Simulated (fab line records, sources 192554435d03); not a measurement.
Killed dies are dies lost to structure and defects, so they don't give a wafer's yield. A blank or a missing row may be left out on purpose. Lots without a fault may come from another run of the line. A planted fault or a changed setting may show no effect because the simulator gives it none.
fab line records | flow n5_finfet | part 1 of 2: steps 1 to 15 of 21
record lots=5 wafers=15 last_day=17
route steps=1938 shown FIN_SAQP@123
lots that met no fault: from a run of the same line without faults
start_h: hours from the record's first day to the start of the lot's first wafer shown | wait_h: hours since the lot's step before | " the same as in the row above | L1.1+2: a row that stands for several wafers | - no value, or no start given | * or withheld: withheld | < > ~ a bound
route shown NAME@n: a module of which the file shows steps, and the number in the route of the first | usual: mean/standard deviation of fault-free wafers | same: alike in all rows | chamber/n: place in a boat | sites: the reading at each site | _std_site: their standard deviation | _edge_site: outer sites' mean less inner sites' | radius_mm: how far each site lies from the wafer's centre | mask NAME#n: copy n | behind: the tool/chamber that last shaped the wafer | hold: why the lot was held/for how many hours/how that ended | device: the transistor (n, p or np) that didn't switch | end of line: the same wafers' tests at the end of the route | a step without rows: its recipe alone | killed: dies lost to structure and defects at the first sort, not the wafer's yield | map: a wafer's dies, x killed, . not, _ none there
set.NAME: the setting as run; set.NAME@STEP: as run at that earlier step | model.NAME: the simulator's own value behind a step, which no gauge read
lots at some steps of the route; a table a step, a row a wafer
services: from which hour (start_h, from the record's first day; less than 0 if before it) a tool's chamber was out of use, for how many hours, and why
## steps
# step N5_FIN_SAQP_SRD_66
# recipe dry=ipa_marangoni time_s=30 temp_c=23 rinse_liquid=diw
# usual temp_c=23.00/0.1
# columns lot.wafer tool chamber start_h wait_h temp_c
L076.2 wet_bench-06 1 41.00 0.0 23.11
L076.3 " 3 " " 22.93
L076.4 " 0 " " 23.11
L085.1 wet_bench-06 0 88.33 0.0 22.90
L085.2 " 7 " " 22.88
L085.4 " 3 " " 22.89
L087.1 wet_bench-03 5 100.99 0.0 23.00
L087.2 " 7 " " 23.06
L087.3 " 3 " " 23.17
L091.2 wet_bench-06 0 125.54 0.0 23.10
L091.4 " 4 " " 22.97
L091.5 " 3 " " 23.01
L093.2 wet_bench-06 1 136.72 0.0 23.00
L093.4 " 2 " " 22.98
L093.6 " 0 " " 23.09
# step N5_FIN_SAQP_RECESS_75
# recipe chemistry=HF/NH3 target=SiO2 target_depth_a=144 afs_cycles=3 temp_c=30 sublimation_temp_c=180 sublimation_time_s=60
# usual drypump_motor_current_A=5.8/0.62 sublimation_temp_c=180.00/0.17 temp_c=30.01/0.11
# columns lot.wafer tool chamber start_h wait_h drypump_motor_current_A sublimation_temp_c temp_c
L076.2 vapor_etch-01 0 41.05 0.0 6.0 180.31 30.06
L076.3 " 0 " " 6.0 180.00 29.90
L076.4 " 1 " " 6.5 180.02 30.11
L085.1 vapor_etch-01 0 88.38 0.0 6.0 180.01 29.89
L085.2 " 1 " " 6.5 180.24 29.95
L085.4 " 0 " " 6.0 180.31 29.84
L087.1 vapor_etch-02 0 101.04 0.0 5.7 179.91 30.00
L087.2 " 1 " " 4.8 180.11 29.99
L087.3 " 1 " " 4.8 180.48 30.11
L091.2 vapor_etch-01 0 125.59 0.0 6.0 179.92 30.10
L091.4 " 0 " " 6.0 179.88 30.09
L091.5 " 1 " " 6.5 179.83 30.04
L093.2 vapor_etch-01 1 136.77 0.0 6.5 179.99 30.25
L093.4 " 1 " " 6.5 180.18 30.00
L093.6 " 1 " " 6.5 180.02 29.99
# step N5_FIN_SAQP_SPACER1_ALD_24
# recipe material=SiO2 target_thk_a=203 temp_c=300 ald_precursor_family=BDEAS ald_co_reactant=O2-plasma pulse_time_s=1 purge_time_s=2 co_reactant_purge_time_s=2 ald_cycles=218 pressure_torr=2
# usual heater_power_outer_w=252/33 heater_power_w=450/46 precursor_pulse_height_rel=0.998/0.02
# same purge_time_s=2
# columns lot.wafer tool chamber start_h wait_h heater_power_outer_w heater_power_w precursor_pulse_height_rel
L076.2 ald_sin-04 2 41.44 0.3 353 591 0.977
L076.3 " 3 " " 226 400 1.023
L076.4 " 1 " " 249 466 1.014
L085.1 ald_sin-01 2 88.79 0.3 250 454 1.037
L085.2 " 0 " " 256 424 1.020
L085.4 " 3 " " 263 434 0.957
L087.1 ald_sin-01 0 101.42 0.3 245 432 1.000
L087.2 " 2 " " 249 453 1.016
L087.3 " 3 " " 271 424 1.014
L091.2 ald_sin-03 2 125.97 0.3 250 479 0.983
L091.4 " 3 " " 242 395 1.022
L091.5 " 2 " " 247 454 1.014
L093.2 ald_sin-04 2 138.99 2.1 337 576 1.022
L093.4 " 0 " " 221 390 1.016
L093.6 " 2 " " 346 555 1.037
# step N5_FIN_SAQP_SPACER1_ETCHBACK_25
# recipe chemistry=CHF3/O2 mode=anisotropic_etchback target=SiO2 target_depth_a=244 time_s=12.2 pressure_mtorr=30 source_w=650 bias_w=170 Ar_flow_sccm=200 CHF3_flow_sccm=50 O2_flow_sccm=5 ion_energy_ev=200
# usual drypump_motor_current_A=5.6/0.41 oes_product_au=0.76/0.069 rf_vpp_V=522/11 showerhead_plenum_p_Torr=2.42/0.064 throttle_valve_pct=18.95/0.23
# columns lot.wafer tool chamber start_h wait_h drypump_motor_current_A oes_product_au rf_hours_counter_h rf_vpp_V showerhead_plenum_p_Torr throttle_valve_pct
L076.2 rie_diel-03 3 42.15 0.4 4.9 0.70 224 545 2.29 19.07
L076.3 " 1 " " 5.8 0.71 171 520 2.39 18.59
L076.4 " 1 " " 5.8 0.71 - 519 2.39 18.58
L085.1 rie_diel-02 0 89.68 0.5 6.3 0.86 47 510 2.45 19.08
L085.2 " 1 " " 5.5 0.71 214 526 2.39 19.18
L085.4 " 2 " " 5.2 0.79 88 516 2.52 18.58
L087.1 rie_diel-02 1 102.15 0.4 5.5 0.71 218 527 2.39 19.20
L087.2 " 3 " " 5.7 0.70 237 518 2.37 18.94
L087.3 " 2 " " 5.2 0.80 93 515 2.52 18.60
L091.2 rie_diel-02 0 126.69 0.4 6.3 0.85 60 510 2.44 19.07
L091.4 " 3 " " 5.7 0.70 246 517 2.37 18.97
L091.5 " 3 " " 5.7 0.68 - 517 2.37 18.97
L093.2 rie_diel-02 1 139.70 0.4 5.5 0.69 230 527 2.39 19.20
L093.4 " 2 " " 5.2 0.78 104 517 2.51 18.61
L093.6 " 2 " " 5.2 0.78 - 515 2.51 18.61
# step N5_FIN_SAQP_MANDREL1_REMOVE_56
# recipe chemistry=HBr/Cl2/O2 bt_time_s=10 target=a-Si stop_on=SiNx endpoint=OES-SiCl over_etch_frac=1 icp_w=600 bias_w=22 HBr_flow_sccm=150 Cl2_flow_sccm=80 O2_flow_sccm=5 pressure_mtorr=10
# usual drypump_motor_current_A=5.6/0.51 oes_product_au=1.007/0.014 throttle_valve_pct=36.8/0.55
# columns lot.wafer tool chamber start_h wait_h drypump_motor_current_A oes_product_au rf_hours_counter_h throttle_valve_pct
L076.2 rie_si-03 2 42.25 0.1 5.7 1.001 170 37.1
L076.3 " 1 " " 5.5 0.987 34 36.1
L076.4 " 3 " " 6.3 0.996 - 37.4
L085.1 rie_si-01 2 89.77 0.1 6.3 1.010 33 35.6
L085.2 " 1 " " 4.6 1.025 177 36.8
L085.4 " 3 " " 5.6 0.997 83 37.4
L087.1 rie_si-03 3 102.24 0.1 6.3 0.992 15 37.4
L087.2 " 1 " " 5.5 1.004 35 36.2
L087.3 " 0 " " 5.5 1.017 1 36.1
L091.2 rie_si-01 1 126.78 0.1 4.6 1.018 178 36.8
L091.4 " 2 " " 6.4 1.009 - 35.6
L091.5 " 3 " " 5.6 0.988 - 37.4
L093.2 rie_si-01 3 139.80 0.1 5.6 0.989 84 37.4
L093.4 " 3 " " 5.6 0.980 - 37.4
L093.6 " 1 " " 4.6 1.017 - 36.8
# step N5_FIN_SAQP_CD_MEAS_27
# recipe target_cd_nm=20 landing_energy_ev=1000 detector=se_inlens polarity=line
# usual cd_nm=20.27/0.25
# columns lot.wafer tool chamber start_h wait_h cd_nm
L076.2 cd_sem-03 0 42.36 0.1 19.93
L076.3 " 0 " " 20.63
L076.4 " 0 " " 20.34
L085.1 cd_sem-02 0 89.88 0.1 20.29
L085.2 " 0 " " 20.58
L085.4 " 0 " " 20.45
L087.1 cd_sem-01 0 102.35 0.1 20.95
L087.2 " 0 " " 20.62
L087.3 " 0 " " 20.19
L091.2 cd_sem-02 0 126.90 0.1 20.63
L091.4 " 0 " " 20.16
L091.5 " 0 " " 20.21
L093.2 cd_sem-03 0 139.91 0.1 19.75
L093.4 " 0 " " 20.23
L093.6 " 0 " " 20.06
# step N5_FIN_SAQP_ETCH_57
# recipe chemistry=CH3F/O2 target=SiNx mask_material=SiO2 target_depth_a=325 time_s=46.4 pressure_mtorr=30 source_w=395 bias_w=73 Ar_flow_sccm=150 CH3F_flow_sccm=30 O2_flow_sccm=20 ion_energy_ev=120 ends=cleared
# usual drypump_motor_current_A=5.7/0.38 etch_rf_on_time_s=46.5/1.4 oes_product_au=0.65/0.069 rf_vpp_V=297/6.9 showerhead_plenum_p_Torr=2.01/0.058 throttle_valve_pct=16.39/0.2
# columns lot.wafer tool chamber start_h wait_h drypump_motor_current_A etch_rf_on_time_s oes_product_au rf_hours_counter_h rf_vpp_V showerhead_plenum_p_Torr throttle_valve_pct
L076.2 rie_diel-02 1 42.41 0.0 5.5 47.2 0.61 197 300 1.99 16.63
L076.3 " 2 " " 5.2 46.4 0.70 71 293 2.11 16.02
L076.4 " 0 " " 6.4 46.5 0.76 33 291 2.04 16.47
L085.1 rie_diel-03 2 90.00 0.1 5.3 43.9 0.64 152 300 1.92 16.56
L085.2 " 1 " " 5.8 48.3 0.59 189 293 1.98 16.14
L085.4 " 3 " " 4.9 45.7 0.60 237 310 1.89 16.56
L087.1 rie_diel-03 3 102.64 0.3 4.9 46.2 0.60 240 309 1.89 16.57
L087.2 " 2 " " 5.2 44.2 0.64 157 300 1.92 16.57
L087.3 " 1 " " 5.8 51.0 0.60 194 296 1.98 16.14
L091.2 rie_diel-04 0 126.95 0.0 5.8 46.3 0.60 192 287 2.06 16.24
L091.4 " 0 " " 5.8 47.9 0.60 - 288 2.06 16.24
L091.5 " 2 " " 6.2 47.0 0.58 - 291 1.89 16.55
L093.2 rie_diel-02 1 139.96 0.0 5.5 48.0 0.60 230 300 1.98 16.68
L093.4 " 0 " " 6.4 46.4 0.72 63 290 2.03 16.53
L093.6 " 2 " " 5.2 45.9 0.67 - 295 2.09 16.11
# step N5_FIN_SAQP_ETCH_65
# recipe chemistry=CF4 target=SiO2 target_depth_a=40 ion_energy_ev=350 time_s=4.4 pressure_mtorr=10 icp_w=800 bias_w=400 cf4_flow_sccm=80
# usual drypump_motor_current_A=5.7/0.52 oes_product_au=1.003/0.026 throttle_valve_pct=21.7/0.46
# columns lot.wafer tool chamber start_h wait_h drypump_motor_current_A oes_product_au rf_hours_counter_h throttle_valve_pct
L076.2 rie_si-04 1 42.52 0.1 5.5 1.020 118 21.8
L076.3 " 3 " " 5.8 0.999 105 22.3
L076.4 " 0 " " 5.0 1.045 124 21.8
L085.1 rie_si-03 0 90.11 0.1 5.5 1.038 1 21.4
L085.2 " 2 " " 5.7 0.998 171 22.0
L085.4 " 3 " " 6.3 0.994 14 22.1
L087.1 rie_si-01 0 102.75 0.1 5.6 0.985 7 21.7
L087.2 " 3 " " 5.6 0.962 83 22.4
L087.3 " 1 " " 4.6 0.968 178 21.6
L091.2 rie_si-01 3 127.05 0.1 5.6 0.973 84 22.4
L091.4 " 3 " " 5.6 0.977 - 22.4
L091.5 " 1 " " 4.6 0.987 - 21.6
L093.2 rie_si-04 3 140.07 0.1 5.7 0.981 107 22.2
L093.4 " 0 " " 5.1 1.033 125 21.8
L093.6 " 1 " " 5.4 1.018 - 21.8
# step N5_FIN_SAQP_MANDREL_ETCH_58
# recipe chemistry=HBr/Cl2 target=a-Si target_depth_a=450 bt_time_s=10 stop_on=SiNx mask_material=SiO2 over_etch_frac=0.8 time_s=27 pressure_mtorr=10 icp_w=800 bias_w=75 HBr_flow_sccm=150 Cl2_flow_sccm=80 ends=end_point
# usual drypump_motor_current_A=5.7/0.52 oes_product_au=0.699/0.01 throttle_valve_pct=35.6/0.56
# columns lot.wafer tool chamber start_h wait_h drypump_motor_current_A oes_product_au rf_hours_counter_h throttle_valve_pct
L076.2 rie_si-04 1 42.55 0.0 5.5 0.710 118 35.3
L076.3 " 3 " " 5.7 0.694 105 36.4
L076.4 " 0 " " 5.1 0.704 124 35.9
L085.1 rie_si-03 0 90.14 0.0 5.5 0.712 1 35.0
L085.2 " 2 " " 5.7 0.696 171 36.0
L085.4 " 3 " " 6.3 0.687 14 36.2
L087.1 rie_si-01 0 102.78 0.0 5.6 0.697 7 35.5
L087.2 " 3 " " 5.6 0.689 83 36.3
L087.3 " 1 " " 4.6 0.702 178 35.6
L091.2 rie_si-01 3 127.09 0.0 5.6 0.691 84 36.3
L091.4 " 3 " " 5.6 0.700 - 36.2
L091.5 " 1 " " 4.6 0.701 - 35.6
L093.2 rie_si-04 3 140.10 0.0 5.8 0.684 107 36.4
L093.4 " 0 " " 5.1 0.709 125 35.9
L093.6 " 1 " " 5.5 0.714 - 35.3
# step N5_FIN_SAQP_RECESS_63
# recipe chemistry=HF/NH3 target=SiO2 target_depth_a=180 afs_cycles=3 temp_c=30 sublimation_temp_c=180 sublimation_time_s=60
# usual drypump_motor_current_A=5.8/0.62 sublimation_temp_c=180.03/0.16 temp_c=30.00/0.11
# columns lot.wafer tool chamber start_h wait_h drypump_motor_current_A sublimation_temp_c temp_c
L076.2 vapor_etch-01 1 42.63 0.1 6.5 180.24 30.00
L076.3 " 1 " " 6.5 180.11 29.95
L076.4 " 0 " " 6.0 179.97 30.05
L085.1 vapor_etch-01 0 90.22 0.1 6.0 180.08 30.00
L085.2 " 1 " " 6.5 180.08 29.91
L085.4 " 1 " " 6.5 180.02 29.95
L087.1 vapor_etch-02 1 102.86 0.1 4.8 179.90 30.28
L087.2 " 0 " " 5.7 179.76 30.07
L087.3 " 1 " " 4.8 179.68 30.22
L091.2 vapor_etch-01 1 127.17 0.1 6.5 179.97 29.83
L091.4 " 1 " " 6.6 180.06 29.88
L091.5 " 1 " " 6.5 180.12 30.01
L093.2 vapor_etch-02 1 140.18 0.1 4.8 179.83 29.88
L093.4 " 0 " " 5.8 180.12 30.01
L093.6 " 1 " " 4.8 180.11 30.13
# step N5_FIN_SAQP_COAT_68
# recipe resist=SOC temp_c=250 time_s=60 spin_rpm=1500 resist_thk_nm=100
# usual exhaust_pa=44.7/0.82
# columns lot.wafer tool chamber start_h wait_h exhaust_pa
L076.2 litho_track-05 0 43.02 0.3 43.8
L076.3 " 0 " " 44.2
L076.4 " 0 " " 43.8
L085.1 litho_track-05 0 90.60 0.3 45.1
L085.2 " 0 " " 45.0
L085.4 " 0 " " 45.8
L087.1 litho_track-02 0 103.24 0.3 45.6
L087.2 " 0 " " 45.3
L087.3 " 0 " " 45.4
L091.2 litho_track-02 0 127.56 0.3 43.1
L091.4 " 0 " " 45.5
L091.5 " 0 " " 42.8
L093.2 litho_track-02 0 140.57 0.3 45.7
L093.4 " 0 " " 45.7
L093.6 " 0 " " 46.6
# step N5_FIN_SAQP_ETCH_69
# recipe chemistry=N2/H2 target=SOC target_depth_a=1500 stop_on=SiNx ion_energy_ev=100 bias_w=61 pressure_mtorr=30 source_w=850 n2_flow_sccm=200 h2_flow_sccm=200
# usual drypump_motor_current_A=5.5/0.43 h2_flow_sccm=200.0/0.58 oes_product_au=0.75/0.08 rf_vpp_V=240.6/1.3 showerhead_plenum_p_Torr=2.54/0.089 throttle_valve_pct=17.81/0.24
# columns lot.wafer tool chamber start_h wait_h drypump_motor_current_A h2_flow_sccm oes_product_au rf_hours_counter_h rf_vpp_V showerhead_plenum_p_Torr throttle_valve_pct
L076.2 rie_diel-02 2 43.08 - 5.2 199.8 0.81 71 244.3 2.66 17.46
L076.3 " 1 " " 5.5 199.7 0.71 198 240.8 2.54 18.20
L076.4 " 0 " " 6.4 199.5 0.88 33 241.6 2.57 17.68
L085.1 rie_diel-03 1 90.67 - 5.8 199.8 0.67 190 240.6 2.52 17.60
L085.2 " 0 " " 5.0 199.0 0.90 10 241.5 2.58 17.46
L085.4 " 3 " " 4.9 199.9 0.69 238 240.3 2.40 18.00
L087.1 rie_diel-03 2 103.31 - 5.2 200.9 0.74 157 239.0 2.42 17.85
L087.2 " 1 " " 5.8 199.2 0.67 195 240.7 2.52 17.62
L087.3 " 0 " " 5.0 199.7 0.90 15 241.6 2.57 17.45
L091.2 rie_diel-03 1 127.62 - 5.8 200.8 0.66 202 239.4 2.52 17.62
L091.4 " 2 " " 5.3 200.1 0.73 163 238.1 2.42 17.85
L091.5 " 2 " " 5.3 200.5 0.74 - 238.2 2.42 17.86
L093.2 rie_diel-03 0 140.76 - 5.0 200.4 0.87 28 241.5 2.57 17.48
L093.4 " 1 " " 5.8 199.7 0.67 - 240.0 2.51 17.64
L093.6 " 0 " " 5.0 200.3 0.87 - 240.1 2.57 17.46
# step N5_FIN_SAQP_ETCH_67
# recipe chemistry=CH3F/O2 target=SiNx target_depth_a=300 mask_material=SOC pressure_mtorr=30 source_w=395 bias_w=73 Ar_flow_sccm=150 CH3F_flow_sccm=30 O2_flow_sccm=20 ion_energy_ev=120
# usual drypump_motor_current_A=5.5/0.43 oes_product_au=0.76/0.082 rf_vpp_V=299/7 showerhead_plenum_p_Torr=2.00/0.063 throttle_valve_pct=16.40/0.21
# columns lot.wafer tool chamber start_h wait_h drypump_motor_current_A oes_product_au rf_hours_counter_h rf_vpp_V showerhead_plenum_p_Torr throttle_valve_pct
L076.2 rie_diel-02 2 43.14 0.0 5.2 0.81 71 293 2.11 16.06
L076.3 " 1 " " 5.5 0.72 198 300 1.99 16.65
L076.4 " 0 " " 6.3 0.89 33 291 2.04 16.49
L085.1 rie_diel-03 1 90.73 0.0 5.8 0.69 190 295 1.98 16.15
L085.2 " 0 " " 5.0 0.93 10 304 2.03 16.15
L085.4 " 3 " " 4.9 0.69 238 310 1.89 16.58
L087.1 rie_diel-03 2 103.37 0.0 5.2 0.75 157 298 1.92 16.59
L087.2 " 1 " " 5.8 0.69 195 294 1.98 16.19
L087.3 " 0 " " 5.0 0.92 15 304 2.03 16.16
L091.2 rie_diel-03 1 127.68 0.0 5.8 0.68 202 294 1.98 16.19
L091.4 " 2 " " 5.2 0.75 163 299 1.92 16.60
L091.5 " 2 " " 5.2 0.74 - 298 1.92 16.62
L093.2 rie_diel-03 0 140.82 0.0 5.0 0.87 28 302 2.03 16.19
L093.4 " 1 " " 5.8 0.67 - 294 1.98 16.20
L093.6 " 0 " " 5.0 0.87 - 304 2.03 16.19
# step N5_FIN_SAQP_STRIP_70
# recipe chemistry=N2/H2 power_w=500 temp_c=40 pressure_mtorr=50 rf_frequency_hz=6e+07 overash_fraction=0.3 bias_power_w=28 h2_frac=0.5 n2_flow_sccm=300 h2_flow_sccm=300
# usual drypump_motor_current_A=5.5/0.43 h2_flow_sccm=300.0/1 oes_product_au=0.76/0.077 rf_vpp_V=121.8/1 showerhead_plenum_p_Torr=3.36/0.11 temp_c=39.99/0.11 throttle_valve_pct=18.8/0.35
# columns lot.wafer tool chamber start_h wait_h drypump_motor_current_A h2_flow_sccm oes_product_au rf_hours_counter_h rf_vpp_V showerhead_plenum_p_Torr temp_c throttle_valve_pct
L076.2 rie_diel-02 2 43.18 0.0 5.3 299.6 0.82 71 122.6 3.52 39.94 18.7
L076.3 " 1 " " 5.5 300.3 0.73 198 122.5 3.36 40.10 19.3
L076.4 " 0 " " 6.3 300.2 0.87 33 122.6 3.39 39.87 18.4
L085.1 rie_diel-03 1 90.77 0.0 5.8 299.7 0.69 190 121.7 3.33 40.04 18.6
L085.2 " 0 " " 5.0 299.0 0.89 10 123.7 3.40 40.08 18.2
L085.4 " 3 " " 4.9 300.2 0.69 238 120.5 3.18 39.77 19.1
L087.1 rie_diel-03 2 103.41 0.0 5.3 299.6 0.75 157 122.0 3.21 39.82 18.6
L087.2 " 1 " " 5.8 299.7 0.69 195 121.3 3.33 39.96 18.6
L087.3 " 0 " " 5.0 300.7 0.88 15 121.8 3.40 40.13 18.2
L091.2 rie_diel-03 1 127.72 0.0 5.8 301.9 0.69 202 120.3 3.32 40.03 18.6
L091.4 " 2 " " 5.2 299.0 0.75 163 119.4 3.20 39.84 18.6
L091.5 " 2 " " 5.2 298.6 0.75 - 120.1 3.20 39.93 18.6
L093.2 rie_diel-03 0 140.86 0.0 5.0 300.2 0.86 28 122.2 3.39 40.02 18.2
L093.4 " 1 " " 5.8 300.6 0.69 - 121.3 3.32 40.20 18.6
L093.6 " 0 " " 5.0 300.5 0.85 - 121.0 3.39 40.19 18.2
# step N5_FIN_SAQP_RECESS_71
# recipe chemistry=HF/NH3 target=SiO2 target_depth_a=30 afs_cycles=1 temp_c=30 sublimation_temp_c=180 sublimation_time_s=60
# usual drypump_motor_current_A=5.8/0.62 sublimation_temp_c=179.99/0.14 temp_c=30.00/0.1
# columns lot.wafer tool chamber start_h wait_h drypump_motor_current_A sublimation_temp_c temp_c
L076.2 vapor_etch-01 0 43.24 0.0 6.0 180.08 29.89
L076.3 " 0 " " 6.0 180.36 30.06
L076.4 " 1 " " 6.5 180.06 29.93
L085.1 vapor_etch-01 1 92.17 1.4 6.5 179.81 30.03
L085.2 " 0 " " 6.0 179.84 30.01
L085.4 " 0 " " 6.0 179.90 29.91
L087.1 vapor_etch-02 1 103.47 0.0 4.8 179.66 30.08
L087.2 " 0 " " 5.8 179.83 29.98
L087.3 " 0 " " 5.7 179.84 29.90
L091.2 vapor_etch-02 0 127.78 0.0 5.7 179.83 29.92
L091.4 " 1 " " 4.8 179.94 30.02
L091.5 " 0 " " 5.7 179.67 29.87
L093.2 vapor_etch-02 1 141.25 0.4 4.8 179.95 29.87
L093.4 " 0 " " 5.7 179.89 30.02
L093.6 " 1 " " 4.8 179.88 29.92
